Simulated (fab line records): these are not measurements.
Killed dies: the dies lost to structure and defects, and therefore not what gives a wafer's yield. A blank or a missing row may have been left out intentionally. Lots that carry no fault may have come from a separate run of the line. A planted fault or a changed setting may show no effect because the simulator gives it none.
fab line records | flow n5-finfet
[record] lots = 12 wafers = 35 last-day = 16
route steps=1938 shown HKMG_FIN@412
lots that met no fault: taken from a fault-free run of the same line
start-h: hours from the record's first day to the start of the lot's first wafer shown | wait-h: hours from the lot's prior step to this one | " unchanged from the row above | L1.1+2: a single row standing in for several wafers | - value missing, or start not given | * or withheld: withheld | < > ~ a bound
route shown NAME@n: names a module that has steps shown in the file, with the first one's number in the route | usual: mean and standard deviation over wafers with no fault | same: alike in all rows | chamber/n: place in a boat | sites: per-site readings | _std_site: the values' standard deviation | _edge_site: mean of outer sites minus mean of inner sites | radius-mm: for every site, how far away it sits from the centre of the wafer | mask NAME#n: copy n | behind: tool/chamber where the wafer was last shaped | hold: why the lot went on hold/how many hours it stayed there/how the hold came to an end | device: names the non-switching transistor (n, p or np) | end of line: the same wafers' tests at the end of the route | a step with no rows: only its recipe | killed: at the first sort, the dies lost to defects and structure; wafer yield is something else | map: a wafer's dies, x killed, . not, _ none there
set.NAME: the setting the step ran with; set.NAME@STEP: the setting that earlier step ran with | model.NAME: the simulator's own value behind a step, which no gauge read
steps of the route over a sample of lots; a table a step, a row a wafer
services: a tool's chamber out of use, with start hour (start-h, from the record's first day; less than 0 if before it), hours out, and reason
[[steps]]
[step N5_HKMG_FIN_ALD_79]
[recipe] material = TiN target-thk-a = 15 temp-c = 400 ald-precursor-family = TiCl4 ald-co-reactant = NH3 pulse-time-s = 1 purge-time-s = 3 co-reactant-purge-time-s = 2 co-reactant-pulse-time-s = 2 ald-cycles = 68 pressure-torr = 3
[usual] ald-cycles = 68/0 heater-power-w = 909/72 precursor-pulse-height-rel = 1.001/0.02
// columns lot.wafer tool chamber start-h wait-h ald-cycles heater-power-w precursor-pulse-height-rel
L743.3 ald-metal-04 3 73.50 0.0 68 916 0.983
L743.4 " 2 " " 68 854 0.994
L743.5 " 1 " " 68 917 1.024
L744.1 ald-metal-04 3 83.73 0.0 68 900 1.012
L744.2 " 1 " " 68 958 0.967
L744.3 " 0 " " 68 855 1.024
L745.2 ald-metal-03 3 85.73 0.0 68 942 1.034
L745.3 " 0 " " 68 842 1.012
L745.6 " 3 " " 68 928 0.994
L746.1 ald-metal-02 3 96.09 0.1 68 867 0.988
L746.3 " 1 " " 68 942 1.005
L746.6 " 1 " " 68 925 0.990
L747.1 ald-metal-03 3 97.13 0.0 68 939 0.986
L747.5 " 0 " " 68 858 0.999
L747.6 " 2 " " 68 1040 0.990
L748.3 ald-metal-04 1 104.93 0.0 68 934 1.006
L748.4 " 2 " " 68 852 0.980
L748.5 " 1 " " 68 967 1.045
L749.2 ald-metal-02 3 108.58 0.0 68 863 0.976
L749.4 " 1 " " 68 951 1.017
L749.6 " 2 " " 68 825 0.998
L752.1 ald-metal-04 0 128.38 0.0 68 873 1.009
L752.4 " 1 " " 68 941 0.992
L752.5 " 2 " " 68 835 1.029
L759.3 ald-metal-03 1 167.65 0.0 68 1067 1.024
L759.5 " 2 " " 68 1042 0.958
L760.1 ald-metal-03 1 174.93 0.0 68 1045 0.958
L760.3 " 2 " " 68 1049 0.998
L760.5 " 1 " " 68 1049 1.007
L763.2 ald-metal-04 2 193.02 0.0 68 815 1.002
L763.4 " 0 " " 68 852 0.995
L763.6 " 2 " " 68 809 0.982
L764.1 ald-metal-04 3 199.62 0.0 68 918 0.973
L764.2 " 1 " " 68 939 0.973
L764.4 " 2 " " 68 813 0.988
[step N5_HKMG_FIN_THK_MEAS_70]
[recipe] thk-meas-gauge = xrf reads = HfO2_of_HKMG_FIN_HK_ALD_01
[usual] HK_THK = 1.624/0.02
// columns lot.wafer tool chamber start-h wait-h HK_THK[nm]
L743.3 film-metro-01 - 74.55 0.2 1.640
L743.4 " - " " 1.632
L743.5 " - " " 1.640
L744.1 film-metro-01 - 84.82 0.2 1.631
L744.2 " - " " 1.641
L744.3 " - " " 1.619
L745.2 film-metro-01 - 86.84 0.2 1.660
L745.3 " - " " 1.635
L745.6 " - " " 1.625
L746.1 film-metro-01 - 97.39 0.2 1.625
L746.3 " - " " 1.636
L746.6 " - " " 1.614
L747.1 film-metro-02 - 98.37 0.2 1.631
L747.5 " - " " 1.638
L747.6 " - " " 1.561
L748.3 film-metro-01 - 105.99 0.2 1.612
L748.4 " - " " 1.626
L748.5 " - " " 1.620
L749.2 film-metro-01 - 109.74 0.2 1.632
L749.4 " - " " 1.633
L749.6 " - " " 1.656
L752.1 film-metro-02 - 129.44 0.2 1.647
L752.4 " - " " 1.613
L752.5 " - " " 1.634
L759.3 film-metro-01 - 168.69 0.2 1.617
L759.5 " - " " 1.648
L760.1 film-metro-01 - 176.03 0.2 1.609
L760.3 " - " " 1.615
L760.5 " - " " 1.618
L763.2 film-metro-02 - 194.06 0.2 1.623
L763.4 " - " " 1.602
L763.6 " - " " 1.602
L764.1 film-metro-02 - 200.66 0.2 1.608
L764.2 " - " " 1.584
L764.4 " - " " 1.615
[step N5_HKMG_FIN_ALD_91]
[recipe] material = TiN target-thk-a = 10 temp-c = 400 ald-precursor-family = TiCl4 ald-co-reactant = NH3 pulse-time-s = 1 purge-time-s = 3 co-reactant-purge-time-s = 2 co-reactant-pulse-time-s = 2 ald-cycles = 47 pressure-torr = 3
[usual] ald-cycles = 47/0 heater-power-w = 912/81 precursor-pulse-height-rel = 1.000/0.021
// columns lot.wafer tool chamber start-h wait-h ald-cycles heater-power-w precursor-pulse-height-rel
L743.3 ald-metal-02 2 76.49 0.1 47 831 0.991
L743.4 " 0 " " 47 895 0.988
L743.5 " 2 " " 47 837 1.009
L744.1 ald-metal-04 0 86.64 0.3 47 865 1.031
L744.2 " 1 " " 47 946 0.979
L744.3 " 3 " " 47 897 1.030
L745.2 ald-metal-02 2 89.05 0.3 47 844 1.001
L745.3 " 3 " " 47 835 0.975
L745.6 " 2 " " 47 824 1.010
L746.1 ald-metal-02 1 99.34 0.3 47 953 0.983
L746.3 " 0 " " 47 874 0.988
L746.6 " 1 " " 47 938 1.017
L747.1 ald-metal-02 0 100.37 0.3 47 864 1.029
L747.5 " 0 " " 47 863 0.990
L747.6 " 3 " " 47 859 0.993
L748.3 ald-metal-04 0 107.81 0.1 47 849 0.985
L748.4 " 1 " " 47 923 0.998
L748.5 " 0 " " 47 860 1.032
L749.2 ald-metal-02 1 111.56 0.3 47 929 0.982
L749.4 " 2 " " 47 827 0.990
L749.6 " 2 " " 47 832 1.003
L752.1 ald-metal-02 1 131.38 0.3 47 942 0.970
L752.4 " 0 " " 47 860 0.996
L752.5 " 2 " " 44 820 0.995
L759.3 ald-metal-03 3 170.65 0.2 47 935 0.952
L759.5 " 2 " " 47 1044 0.996
L760.1 ald-metal-03 1 178.40 0.3 47 1045 1.009
L760.3 " 2 " " 47 1044 1.015
L760.5 " 2 " " 47 1056 0.960
L763.2 ald-metal-03 2 196.07 0.3 47 1067 0.975
L763.4 " 1 " " 47 1071 1.002
L763.6 " 3 " " 47 933 0.975
L764.1 ald-metal-03 2 202.98 0.4 47 1045 1.003
L764.2 " 3 " " 47 924 1.019
L764.4 " 0 " " 47 854 1.025
[step N5_HKMG_FIN_ALD_71]
[recipe] material = TiN target-thk-a = 10 temp-c = 400 ald-precursor-family = TiCl4 ald-co-reactant = NH3 pulse-time-s = 1 purge-time-s = 3 co-reactant-purge-time-s = 2 co-reactant-pulse-time-s = 2 ald-cycles = 47 pressure-torr = 3
[usual] ald-cycles = 47/0 heater-power-w = 889/62 precursor-pulse-height-rel = 1.000/0.019
// columns lot.wafer tool chamber start-h wait-h ald-cycles heater-power-w precursor-pulse-height-rel
L743.3 ald-metal-04 3 77.66 0.0 47 891 0.995
L743.4 " 0 " " 47 869 1.007
L743.5 " 0 " " 47 824 0.970
L744.1 ald-metal-02 2 87.72 0.0 47 817 0.979
L744.2 " 0 " " 47 849 1.031
L744.3 " 3 " " 47 851 0.966
L745.2 ald-metal-04 3 90.15 0.0 47 897 1.020
L745.3 " 2 " " 47 835 0.996
L745.6 " 1 " " 47 978 0.976
L746.1 ald-metal-03 0 100.54 0.0 47 855 0.974
L746.3 " 2 " " 47 1031 0.959
L746.6 " 3 " " 47 949 1.002
L747.1 ald-metal-04 2 101.45 0.0 47 823 1.002
L747.5 " 2 " " 47 839 0.991
L747.6 " 1 " " 47 934 0.998
L748.3 ald-metal-03 1 108.95 0.0 47 1032 1.023
L748.4 " 0 " " 47 844 1.007
L748.5 " 0 " " 47 824 1.000
L749.2 ald-metal-04 3 112.63 0.0 47 921 0.995
L749.4 " 0 " " 47 857 1.025
L749.6 " 2 " " 47 822 0.999
L752.1 ald-metal-04 0 132.48 0.0 47 860 0.999
L752.4 " 1 " " 47 934 1.011
L752.5 " 3 " " 47 908 1.040
L759.3 ald-metal-04 3 171.72 0.0 47 914 0.972
L759.5 " 0 " " 47 839 0.960
L760.1 ald-metal-04 3 179.77 0.0 47 893 1.008
L760.3 " 1 " " 47 945 1.000
L760.5 " 3 " " 47 873 1.015
L763.2 ald-metal-04 2 197.16 0.0 47 826 1.032
L763.4 " 3 " " 47 901 0.973
L763.6 " 2 " " 47 833 0.998
L764.1 ald-metal-04 3 204.21 0.0 47 907 0.989
L764.2 " 1 " " 47 941 0.985
L764.4 " 2 " " 47 815 0.983
[[services]]
// columns tool chamber start-h hours kind
ald-metal-04 - 60.26 8.7 pm
ald-metal-03 3 61.44 3.0 repair
ald-metal-03 1 86.04 14.5 repair
ald-metal-03 0 105.20 1.5 repair
ald-metal-04 - 125.67 0.7 repair
ald-metal-02 2 133.25 9.4 repair
ald-metal-03 0 172.35 26.0 repair
ald-metal-02 - 199.16 4.3 pm
[[key]]
[first-sign] step = N5_HKMG_FIN_ALD_91 reading = ald-cycles direction = down sigmas = 99+ usual = * struck = *
effect none on later readings
met-at N5_HKMG_FIN_ALD_91
struck-lots L752
struck-wafers L752.5
tester-left-out L752
not-acting-at N5_HKMG_FIN_ALD_79,N5_HKMG_FIN_THK_MEAS_70,N5_HKMG_FIN_ALD_71
onset-between 111.56 131.38
[fault] kind = process-parameter-drift tool = ald-metal-02 chamber = 2 onset-h = 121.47 steps = N5_HKMG_FIN_ALD_91 channel = ald-cycles offset = * shape = step acts-in = * stated = *
// tester-left-out: of these lots the tester's yield and bins aren't shown, on N5 and GAA mostly nor the transistor test; their killed dies are dies lost to structure and defects alone, not to doping, threshold or leakage, so they don't give the yield
